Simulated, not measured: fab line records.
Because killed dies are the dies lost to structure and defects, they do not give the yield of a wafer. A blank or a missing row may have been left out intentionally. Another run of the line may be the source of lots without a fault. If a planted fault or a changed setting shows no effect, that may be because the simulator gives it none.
Split-lot study ; flow n5 finfet ; 21 wafers read from 7 lots, route of 1938 steps

## THE SPLIT ITSELF
At N5_BEOL_M13_COAT_04 (resist thk 400 nm), the setting spin rpm was moved away from the recipe's 1625 rpm on 6 of the 21 wafers read, by -6.6% to +3.8%. All remaining wafers had this setting at the recipe value.

The reading is taken at the split's own step.

## THE READING
coat_of_BEOL_M13_COAT_04.thk nm (the simulator's own value, which no gauge read), in nm, at N5_BEOL_M13_COAT_04 (resist thk 400 nm). There is no usual value for it anywhere in the file. Here, 15 wafers ran the recipe; their average is 401.0 nm with a standard deviation of 0.96 nm.

wafer;tool, chamber at the split;spin rpm as run, rpm;against the recipe;coat_of_BEOL_M13_COAT_04.thk nm, nm;against lot-mates on the recipe
L077.1;litho track-01, 0;1518;-6.6%;415.8;+14.4
L077.2;litho track-01, 0;1518;-6.6%;415.8;+14.4
L077.6;litho track-01, 0;1625;recipe;401.4;-
L078.1;litho track-02, 0;1625;recipe;400;-
L078.2;litho track-02, 0;1687;+3.8%;394;-6.2
L078.5;litho track-02, 0;1625;recipe;400.4;-
L085.1;litho track-04, 0;1625;recipe;403.2;-
L085.3;litho track-04, 0;1625;recipe;402.4;-
L085.6;litho track-04, 0;1683;+3.6%;395;-7.8
L086.1;litho track-02, 0;1543;-5.0%;410.6;+10.0
L086.4;litho track-02, 0;1543;-5.0%;411.2;+10.6
L086.5;litho track-02, 0;1625;recipe;400.6;-
L087.3;litho track-04, 0;1625;recipe;400.2;-
L087.5;litho track-04, 0;1625;recipe;402.2;-
L087.6;litho track-04, 0;1625;recipe;401.6;-
L092.3;litho track-02, 0;1625;recipe;400.4;-
L092.4;litho track-02, 0;1625;recipe;401.2;-
L092.5;litho track-02, 0;1625;recipe;400.6;-
L095.3;litho track-04, 0;1625;recipe;400.2;-
L095.4;litho track-04, 0;1625;recipe;400.2;-
L095.5;litho track-04, 0;1625;recipe;400;-

FIT RESULTS
A straight line over all 21 wafers: coat_of_BEOL_M13_COAT_04.thk nm changes by -2.06 nm for each +1% of spin rpm; r = -0.99; the points scatter about the line by 1 nm.
The same after taking each lot's own level away (the mean of its wafers on the recipe; 21 wafers): -2.08 nm for each +1%; r = -0.99; scatter 0.61 nm.
That fit puts the effect of the largest move of spin rpm on the reading at 14 nm.
From 400.13 to 402.80 nm: that is the span of the lots' own levels, equal to 2.8 times the standard deviation above.
Hence the lot-to-lot level has little effect on the slope; both slopes agree.
Check: for one of the wafers moved furthest among these (-6.6%), held out of the fit, the line's prediction against its lot-mates is +13.6 nm. It came out at +14.4 nm against them.

## OTHER SPLITS APPLIED TO THESE WAFERS
These wafers also went through other splits before the reading. Each is held against what the fit with the lots' levels taken away leaves over:
other split on the same wafers;wafers away from the commonest value;r with coat_of_BEOL_M13_COAT_04.thk nm (lot level and that fit taken away)
N5_BEOL_M8_ALD_77 purge time s;4;+0.01
N5_BEOL_M11_COAT_59 spin rpm;12;+0.01
N5_BEOL_M11_COAT_05 spin rpm;9;-0.05

## THE FILE'S OWN FIT
coat_of_BEOL_M13_COAT_04.thk nm changes by -2.06 nm for each +1% of spin rpm, r = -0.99.
